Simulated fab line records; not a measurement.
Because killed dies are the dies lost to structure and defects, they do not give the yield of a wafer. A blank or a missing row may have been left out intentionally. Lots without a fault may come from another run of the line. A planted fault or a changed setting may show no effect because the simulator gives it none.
Struck lot and sound lot, side by side / flow nand_harc / 15 steps out of a route of 1302
Sound: wafers L634.1, L634.2, L634.6. Struck: wafer L624.3 (left out: L624.1, L624.4 of the same lot, which were not struck); the cause appears at the end.
Per side, at each step with rows, come the tool, then ch with its chambers, and then its first start. Under that, the readings that differ: sound wafers / struck wafers / difference of the means / sigmas: that difference in standard deviations of wafers without a fault.
alike: a reading whose means differ by less than 2 such deviations, as well as words and numbers matching on both sides. not compared: withheld readings; readings where some wafer has no value; bounds like >300 that might hide an equal value; numbers whose values overlap and for which the record gives no deviation.
A row with sigmas, a row that says differs or no value, or rows on one side alone: a step with any of these is where the two part. Numbers that have no deviation but don't overlap get no sigmas and don't part them. Lack of a reading on every wafer of one side parts them only where that side has two or more wafers.

first, 1 step without rows for these wafers: NHARC_A_ONON_D1_DEP_12 (target thk 1000 nm).
NHARC_A_ONON_D1_THK_MEAS_14: measures by ellipsometry.
  struck on film_metro-02, day 11 06:19; sound on film_metro-01, day 15 09:25
reading=thk_nm (nm); sound=987 987 988; struck=1008; difference=+21; sigmas=+2
then, 2 steps without rows for these wafers: NHARC_A_ONON_D1_ANNEAL_15 (time 3600 s); NHARC_A_ONON_D1_DEP_16 (target thk 1000 nm).
NHARC_A_ONON_D1_THK_MEAS_18: measures by ellipsometry.
  struck on film_metro-01, day 11 14:06; sound on film_metro-01, day 15 20:23
  alike: thk_nm
next comes 1 step that has no rows for these wafers: NHARC_A_ONON_D1_DEP_19 (target thickness 1000 nm).
NHARC_A_ONON_D1_THK_MEAS_21: measures by ellipsometry.
  struck on film_metro-02, day 11 14:40; sound on film_metro-01, day 15 20:57
  alike: thk_nm
next comes 1 step that has no rows for these wafers: NHARC_A_ONON_D1_DEP_22 (target thickness 1000 nm).
NHARC_A_ONON_D1_THK_MEAS_24: measures by ellipsometry.
  struck on film_metro-01, day 11 15:14; sound on film_metro-01, day 15 21:31
reading=thk_nm (nm); sound=991 992 991; struck=1012; difference=+21; sigmas=+2
next comes 1 step that has no rows for these wafers: NHARC_A_ONON_D1_DEP_25 (target thickness 1000 nm).
NHARC_A_ONON_D1_THK_MEAS_27: measures by ellipsometry.
  struck on film_metro-01, day 11 15:48; sound on film_metro-01, day 15 22:05
reading=thk_nm (nm); sound=987 988 987; struck=1011; difference=+24; sigmas=+2
NHARC_A_ONON_D1_DEP_28: target thk 1000 nm.
  sound on pecvd_onon-03 ch 0, day 15 22:08; struck on pecvd_onon-04 ch 0, day 11 15:51
NHARC_A_ONON_D1_THK_MEAS_30: measures by ellipsometry.
  struck on film_metro-02, day 11 16:22; sound on film_metro-01, day 15 22:38
reading=thk_nm (nm); sound=998 997 997; struck=559; difference=-438; sigmas=-44
NHARC_A_ONON_D1_DEP_33: deposits SiO2, target thk 200 nm.
  sound on pecvd-03 ch 0,1,2, day 15 22:42; struck on pecvd-03 ch 0, day 11 16:26
  alike: chamber_pressure_Torr, heater_power_outer_w, heater_power_w, throttle_valve_pct
-- record jumps: 16 days between struck wafers' starts before vs after; left off in module A_ONON_D1, resumes in module END, first step shown is number 1302 of the route --
NHARC_END_SORT_01:
  at this point the record logs the struck wafers (prober-01 ch 0, day 27 18:01) and has no rows for the sound ones

## WHERE THEY PART
First at NHARC_A_ONON_D1_THK_MEAS_14; last, within this record, at NHARC_END_SORT_01.

WHY: what the simulator had put in
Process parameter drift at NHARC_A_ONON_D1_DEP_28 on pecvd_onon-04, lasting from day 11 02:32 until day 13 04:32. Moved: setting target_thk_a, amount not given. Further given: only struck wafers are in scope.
